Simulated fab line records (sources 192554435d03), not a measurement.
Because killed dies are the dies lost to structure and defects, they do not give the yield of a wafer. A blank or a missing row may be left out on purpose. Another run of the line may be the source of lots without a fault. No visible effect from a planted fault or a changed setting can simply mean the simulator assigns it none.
Matching of chambers    flow n5 finfet    N5_BEOL_M13_ETCH_68 on rie diel-06: 4 sister chambers
The step etches SOC in N2/H2, time 355 s. 16 wafers are shown with their chamber, then 8 later ones without.

## WAFERS, EACH WITH ITS CHAMBER
wafer   chamber  showerhead plenum p Torr (Torr)  throttle valve pct (%)  oes product au (a.u.)
L075.3  0        2.47                             17.63                   0.84
L075.4  1        2.44                             17.96                   0.73
L075.6  2        2.74                             17.82                   0.93
L077.3  2        2.74                             17.82                   0.92
L077.4  1        2.44                             17.97                   0.73
L077.5  1        2.44                             17.94                   0.74
L080.1  0        2.47                             17.65                   0.83
L080.2  3        2.41                             17.66                   0.75
L080.6  2        2.74                             17.80                   0.90
L081.1  1        2.43                             17.97                   0.74
L081.4  2        2.74                             17.82                   0.90
L081.6  0        2.47                             17.66                   0.83
L082.2  2        2.74                             17.84                   0.89
L082.4  0        2.46                             17.64                   0.83
L082.5  1        2.43                             17.98                   0.73
L086.1  3        2.41                             17.66                   0.74

SIGNATURES (averages over the wafers above)
reading                   chamber 0  chamber 1  chamber 2  chamber 3  scatter within a chamber
showerhead plenum p Torr  2.4675     2.4360     2.7400     2.4100     0.00403
throttle valve pct        17.6450    17.9640    17.8200    17.6600    0.0136
oes product au            0.8325     0.7340     0.9080     0.7450     0.0105
Rule: distance of a wafer from a chamber = root of the sum over the readings of ((wafer's reading minus chamber's mean) / reading's scatter) squared. If the next closest chamber is less than 2 further off than the closest, the wafer can't be placed; otherwise it belongs to the closest. The scatter: take each reading less its chamber's mean, square it, sum over the shown wafers, divide by the number of wafers less the number of chambers, and take the root.

## WAFERS WITHOUT THEIR CHAMBER
wafer   showerhead plenum p Torr (Torr)  throttle valve pct (%)  oes product au (a.u.)
L086.3  2.43                             17.98                   0.72
L086.5  2.46                             17.66                   0.82
L085.3  2.41                             17.66                   0.73
L085.4  2.43                             17.99                   0.71
L085.5  2.43                             18.00                   0.72
L097.2  2.72                             17.87                   0.85
L097.3  2.42                             18.03                   0.70
L097.5  2.42                             18.03                   0.71

## THE CHAMBER EACH PASSED THROUGH
wafer   from the rows above  in truth
L086.3  1                    1
L086.5  0                    0
L085.3  3                    3
L085.4  1                    1
L085.5  1                    1
L097.2  2                    2
L097.3  1                    1
L097.5  1                    1
Correct placement for 8 of the 8. Not placeable from these rows: 0. Wrongly placed: 0.
